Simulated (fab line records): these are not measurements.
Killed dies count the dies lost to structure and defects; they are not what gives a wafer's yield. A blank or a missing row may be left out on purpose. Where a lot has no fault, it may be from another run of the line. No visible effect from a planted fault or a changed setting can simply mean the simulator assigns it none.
Chamber matching ; flow n5Finfet ; 4 sister chambers for N5_DUMMY_GATE_ETCH_29 on rieDiel-05
The step etches underlayer in N2/H2, target depth 13 nm. 7 wafers are shown with their chamber, then 8 later ones without.

== WAFERS WITH THEIR CHAMBER ==
wafer;chamber;showerheadPlenumPTorr (Torr);throttleValvePct (%)
L077.5;3;2.40;18.41
L078.4;3;2.40;18.40
L082.6;0;2.45;17.93
L083.3;2;2.59;17.68
L083.4;1;2.54;17.52
L083.5;1;2.54;17.53
L089.2;2;2.58;17.69

== WAFERS WHOSE CHAMBER IS MISSING ==
wafer;showerheadPlenumPTorr (Torr);throttleValvePct (%)
L089.3;2.44;17.95
L089.6;2.58;17.69
L093.1;2.58;17.69
L093.3;2.44;17.97
L093.4;2.53;17.57
L095.2;2.44;17.98
L095.3;2.53;17.56
L095.5;2.71;17.98

== CHAMBER TAKEN BY EACH ==
wafer;from the rows above;in truth
L089.3;0;0
L089.6;2;2
L093.1;2;2
L093.3;0;0
L093.4;1;1
L095.2;0;0
L095.3;1;1
L095.5;2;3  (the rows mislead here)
Placed correctly: 7 of 8. Number that these rows cannot place: 0. Placed wrongly: 1.
How it was worked out, from the rows above alone: a wafer's distance from a chamber is the root of the sum, over the readings, of the square of ((its reading less the chamber's mean) divided by the reading's scatter). The wafer belongs to the nearest chamber; if the next one is less than 2 further off, it can't be placed. Each chamber's mean is taken over the wafers shown for it. The scatter: take each reading less its chamber's mean, square it, sum over the shown wafers, divide by the number of wafers less the number of chambers, and take the root.
